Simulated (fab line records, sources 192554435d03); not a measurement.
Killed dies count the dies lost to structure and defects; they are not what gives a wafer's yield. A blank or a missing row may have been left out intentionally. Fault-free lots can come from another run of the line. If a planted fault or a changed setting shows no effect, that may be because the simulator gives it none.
Which tool did it? / flow n5 finfet / 10 lots, 30 wafers sampled, at 4 steps of a route of 1938

WHAT THE GAUGES READ, wafer by wafer
N5_BEOL_M4_RC_MEAS_101. Usual: DIBL_N 36.1 mV/V, standard deviation 1.7; DIBL_P 35.9 mV/V, standard deviation 2.1; IOFF_N 0.154 nA/um, standard deviation 0.029; IOFF_P 0.21 nA/um, standard deviation 0.035; ION_N 673 uA/um, standard deviation 10; ION_P 463 uA/um, standard deviation 7.5; SS_N 71.6 mV/dec, standard deviation 0.59; SS_P 73.2 mV/dec, standard deviation 0.69; VT_N 250.5 mV, standard deviation 2.9; VT_P -250 mV, standard deviation 3.2.
lot=L305; measured=day 9 04:24; on=prober-01; DIBL_N (mV/V)=35.0 36.1 37.3; DIBL_P (mV/V)=35.2 37.3 37.2; IOFF_N (nA/um)=0.160 0.185 0.194; IOFF_P (nA/um)=0.23 0.26 0.26; ION_N (uA/um)=683 693 682; ION_P (uA/um)=467 474 469; SS_N (mV/dec)=70.9 71.6 71.8; SS_P (mV/dec)=73.1 73.2 73.5; VT_N (mV)=246.9 248.3 245.2; VT_P (mV)=-249 -245 -247; flag=
lot=L306; measured=day 9 07:53; on=prober-01; DIBL_N (mV/V)=36.0 36.3 38.3; DIBL_P (mV/V)=36.4 36.3 39.3; IOFF_N (nA/um)=0.148 0.160 0.189; IOFF_P (nA/um)=0.21 0.22 0.27; ION_N (uA/um)=673 675 690; ION_P (uA/um)=468 465 474; SS_N (mV/dec)=71.7 70.9 71.7; SS_P (mV/dec)=73.7 73.5 74.4; VT_N (mV)=253.1 252.2 247.2; VT_P (mV)=-250 -247 -246; flag=
lot=L309; measured=day 9 15:22; on=prober-01; DIBL_N (mV/V)=36.4 33.6 34.9; DIBL_P (mV/V)=37.0 34.0 35.1; IOFF_N (nA/um)=0.176 0.135 0.156; IOFF_P (nA/um)=0.25 0.20 0.22; ION_N (uA/um)=679 673 679; ION_P (uA/um)=468 466 468; SS_N (mV/dec)=71.1 70.8 71.6; SS_P (mV/dec)=73.8 72.3 73.7; VT_N (mV)=247.4 251.4 251.6; VT_P (mV)=-247 -248 -248; flag=
lot=L314; measured=day 11 15:58; on=prober-02; DIBL_N (mV/V)=33.6 33.6 34.8; DIBL_P (mV/V)=33.4 33.1 33.9; IOFF_N (nA/um)=0.137 0.119 0.134; IOFF_P (nA/um)=0.19 0.18 0.18; ION_N (uA/um)=669 661 667; ION_P (uA/um)=463 460 459; SS_N (mV/dec)=71.1 71.2 70.8; SS_P (mV/dec)=73.1 72.8 73.3; VT_N (mV)=251.4 252.9 253.3; VT_P (mV)=-253 -253 -252; flag=
lot=L318; measured=day 12 15:35; on=prober-01; DIBL_N (mV/V)=35.5 35.6 34.0; DIBL_P (mV/V)=36.0 37.0 34.9; IOFF_N (nA/um)=0.133 0.142 0.113; IOFF_P (nA/um)=0.21 0.23 0.19; ION_N (uA/um)=670 665 665; ION_P (uA/um)=466 469 466; SS_N (mV/dec)=71.0 70.6 71.3; SS_P (mV/dec)=73.6 73.3 72.9; VT_N (mV)=254.2 249.0 253.2; VT_P (mV)=-249 -248 -248; flag=
lot=L323; measured=day 13 14:39; on=prober-02; DIBL_N (mV/V)=34.0 32.3 35.7; DIBL_P (mV/V)=33.3 32.1 34.5; IOFF_N (nA/um)=0.125 0.120 0.151; IOFF_P (nA/um)=0.19 0.19 0.21; ION_N (uA/um)=672 676 667; ION_P (uA/um)=465 475 464; SS_N (mV/dec)=71.2 70.9 71.7; SS_P (mV/dec)=71.5 72.4 72.7; VT_N (mV)=253.6 250.4 248.6; VT_P (mV)=-254 -252 -251; flag=
lot=L324; measured=day 13 18:20; on=prober-02; DIBL_N (mV/V)=36.1 36.5 35.0; DIBL_P (mV/V)=34.5 35.5 33.4; IOFF_N (nA/um)=0.143 0.158 0.135; IOFF_P (nA/um)=0.21 0.22 0.19; ION_N (uA/um)=668 676 677; ION_P (uA/um)=466 468 474; SS_N (mV/dec)=70.9 71.9 71.2; SS_P (mV/dec)=72.8 72.2 72.3; VT_N (mV)=252.3 247.6 251.1; VT_P (mV)=-247 -249 -250; flag=
lot=L322; measured=day 14 07:14; on=prober-02; DIBL_N (mV/V)=35.9 36.0 33.0; DIBL_P (mV/V)=35.2 34.9 30.4; IOFF_N (nA/um)=0.152 0.143 0.097; IOFF_P (nA/um)=0.19 0.19 0.14; ION_N (uA/um)=674 679 644; ION_P (uA/um)=460 467 442; SS_N (mV/dec)=72.0 72.0 71.3; SS_P (mV/dec)=72.5 72.0 71.1; VT_N (mV)=250.7 252.1 255.1; VT_P (mV)=-249 -254 -257; flag=
lot=L325; measured=day 14 09:39; on=prober-01; DIBL_N (mV/V)=36.1 35.4 36.3; DIBL_P (mV/V)=37.7 35.9 37.1; IOFF_N (nA/um)=0.164 0.149 0.156; IOFF_P (nA/um)=0.21 0.18 0.19; ION_N (uA/um)=686 672 677; ION_P (uA/um)=467 458 461; SS_N (mV/dec)=72.1 71.8 71.9; SS_P (mV/dec)=73.4 72.7 72.5; VT_N (mV)=250.2 250.4 249.8; VT_P (mV)=-251 -250 -250; flag=
lot=L326; measured=day 14 10:16; on=prober-02; DIBL_N (mV/V)=36.6 36.2 38.7; DIBL_P (mV/V)=33.7 33.5 37.3; IOFF_N (nA/um)=0.141 0.131 0.171; IOFF_P (nA/um)=0.17 0.17 0.21; ION_N (uA/um)=670 669 675; ION_P (uA/um)=458 457 456; SS_N (mV/dec)=71.2 70.7 71.6; SS_P (mV/dec)=73.6 72.3 73.7; VT_N (mV)=252.5 253.5 247.2; VT_P (mV)=-254 -254 -250; flag=

N5_BEOL_M11_INSPECT_30: inspects for defects (brightfield). Usual: 394 for raw defect count, sd 97.
lot=L305; measured=day 11 11:10; on=defect inspect-02; raw defect count=401 413 313; flag=
lot=L306; measured=day 11 13:38; on=defect inspect-02; raw defect count=406 232 273; flag=
lot=L309; measured=day 12 09:19; on=defect inspect-02; raw defect count=346 322 260; flag=
lot=L314; measured=day 13 22:10; on=defect inspect-01; raw defect count=571 437 471; flag=
lot=L318; measured=day 14 22:32; on=defect inspect-01; raw defect count=737 590 715; flag=
lot=L323; measured=day 15 21:36; on=defect inspect-01; raw defect count=421 356 376; flag=
lot=L324; measured=day 16 11:26; on=defect inspect-02; raw defect count=419 364 263; flag=
lot=L322; measured=day 16 21:41; on=defect inspect-02; raw defect count=283 501 323; flag=
lot=L325; measured=day 17 06:01; on=defect inspect-01; raw defect count=329 399 409; flag=
lot=L326; measured=day 17 05:51; on=defect inspect-02; raw defect count=432 306 317; flag=

N5_BEOL_M11_OCD_MEAS_38. Usual: 149 nm for trench depth nm, sd 3.1.
lot=L305; measured=day 11 11:56; on=ocd-01; trench depth nm (nm)=143 150 146; flag=
lot=L306; measured=day 11 14:10; on=ocd-01; trench depth nm (nm)=151 143 149; flag=
lot=L309; measured=day 12 10:08; on=ocd-01; trench depth nm (nm)=150 148 149; flag=
lot=L314; measured=day 13 22:49; on=ocd-02; trench depth nm (nm)=146 148 150; flag=
lot=L318; measured=day 14 23:04; on=ocd-01; trench depth nm (nm)=144 147 151; flag=
lot=L323; measured=day 15 23:20; on=ocd-01; trench depth nm (nm)=149 147 150; flag=
lot=L324; measured=day 16 11:58; on=ocd-02; trench depth nm (nm)=149 154 144; flag=
lot=L322; measured=day 16 22:13; on=ocd-01; trench depth nm (nm)=152 148 153; flag=
lot=L325; measured=day 17 06:35; on=ocd-01; trench depth nm (nm)=150 154 153; flag=
lot=L326; measured=day 17 06:23; on=ocd-02; trench depth nm (nm)=150 151 147; flag=

WHAT TOOL EACH LOT RAN ON (gives the tool, then ch and the chambers of the sampled wafers, and finally the start)
lot=L305; N5_BEOL_M11_ETCH_66=rie diel-06 ch 0,1,2, day 11 11:31
lot=L306; N5_BEOL_M11_ETCH_66=rie diel-06 ch 1,2, day 11 13:46
lot=L309; N5_BEOL_M11_ETCH_66=rie diel-03 ch 1,2,3, day 12 09:43
lot=L314; N5_BEOL_M11_ETCH_66=rie diel-03 ch 0,2,3, day 13 22:25
lot=L318; N5_BEOL_M11_ETCH_66=rie diel-03 ch 0,2,3, day 14 22:39
lot=L323; N5_BEOL_M11_ETCH_66=rie diel-03 ch 1,2, day 15 22:55
lot=L324; N5_BEOL_M11_ETCH_66=rie diel-02 ch 1,2,3, day 16 11:33
lot=L322; N5_BEOL_M11_ETCH_66=rie diel-02 ch 1,3, day 16 21:49
lot=L325; N5_BEOL_M11_ETCH_66=rie diel-02 ch 1,3, day 17 06:10
lot=L326; N5_BEOL_M11_ETCH_66=rie diel-06 ch 0,2,3, day 17 05:58
- N5_BEOL_M11_ETCH_66: etches SOC in N2/H2, target depth 120 nm, overetch 24 nm, time 180 s.

AS READ BY THE TOOLS THEMSELVES (means over the sampled wafers that have a number; for cases with no such wafer, the mark the record gives instead)
N5_BEOL_M11_ETCH_66. Usual: drypump motor current A 5.7 A, standard deviation 0.39; oes product au 0.65 a.u., standard deviation 0.073; rf vpp V 524.8 V, standard deviation 2.2; showerhead plenum p Torr 2.57 Torr, standard deviation 0.076; throttle valve pct 17.77 %, standard deviation 0.26.
lot=L305; tool=rie diel-06; drypump motor current A (A)=5.7; oes product au (a.u.)=0.62; rf vpp V (V)=525.2; showerhead plenum p Torr (Torr)=2.61; throttle valve pct (%)=17.90; flag=
lot=L306; tool=rie diel-06; drypump motor current A (A)=6.0; oes product au (a.u.)=0.59; rf vpp V (V)=526.0; showerhead plenum p Torr (Torr)=2.63; throttle valve pct (%)=17.99; flag=
lot=L309; tool=rie diel-03; drypump motor current A (A)=5.6; oes product au (a.u.)=0.69; rf vpp V (V)=522.7; showerhead plenum p Torr (Torr)=2.49; throttle valve pct (%)=17.68; flag=
lot=L314; tool=rie diel-03; drypump motor current A (A)=5.6; oes product au (a.u.)=0.63; rf vpp V (V)=524.7; showerhead plenum p Torr (Torr)=2.54; throttle valve pct (%)=17.88; flag=
lot=L318; tool=rie diel-03; drypump motor current A (A)=5.5; oes product au (a.u.)=0.62; rf vpp V (V)=524.1; showerhead plenum p Torr (Torr)=2.54; throttle valve pct (%)=17.88; flag=
lot=L323; tool=rie diel-03; drypump motor current A (A)=5.7; oes product au (a.u.)=0.71; rf vpp V (V)=522.3; showerhead plenum p Torr (Torr)=2.47; throttle valve pct (%)=17.51; flag=
lot=L324; tool=rie diel-02; drypump motor current A (A)=5.6; oes product au (a.u.)=0.63; rf vpp V (V)=525.3; showerhead plenum p Torr (Torr)=2.58; throttle valve pct (%)=17.71; flag=
lot=L322; tool=rie diel-02; drypump motor current A (A)=5.8; oes product au (a.u.)=0.68; rf vpp V (V)=525.1; showerhead plenum p Torr (Torr)=2.57; throttle valve pct (%)=17.48; flag=
lot=L325; tool=rie diel-02; drypump motor current A (A)=5.7; oes product au (a.u.)=0.68; rf vpp V (V)=524.2; showerhead plenum p Torr (Torr)=2.57; throttle valve pct (%)=17.50; flag=
lot=L326; tool=rie diel-06; drypump motor current A (A)=5.7; oes product au (a.u.)=0.63; rf vpp V (V)=524.7; showerhead plenum p Torr (Torr)=2.60; throttle valve pct (%)=17.85; flag=

THE ANSWER, worked out from the rows above alone
Rule: lot off if the mean of its wafers having a number is beyond 3 standard deviations from the usual mean. A lot without any number at a reading at which 4 lots or more have one is off too. Any other lot the step has rows for is counted as sound. The gauges are gone through in route order, then the tools' own readings, and for those a lot's mean is taken as printed above. At the first step where some lot is off, the reading lying furthest off is the one used; lots without a number count as furthest.
No lot is off at any reading shown: from this, nothing can be told.

WHAT THE SIMULATOR HAD INSERTED
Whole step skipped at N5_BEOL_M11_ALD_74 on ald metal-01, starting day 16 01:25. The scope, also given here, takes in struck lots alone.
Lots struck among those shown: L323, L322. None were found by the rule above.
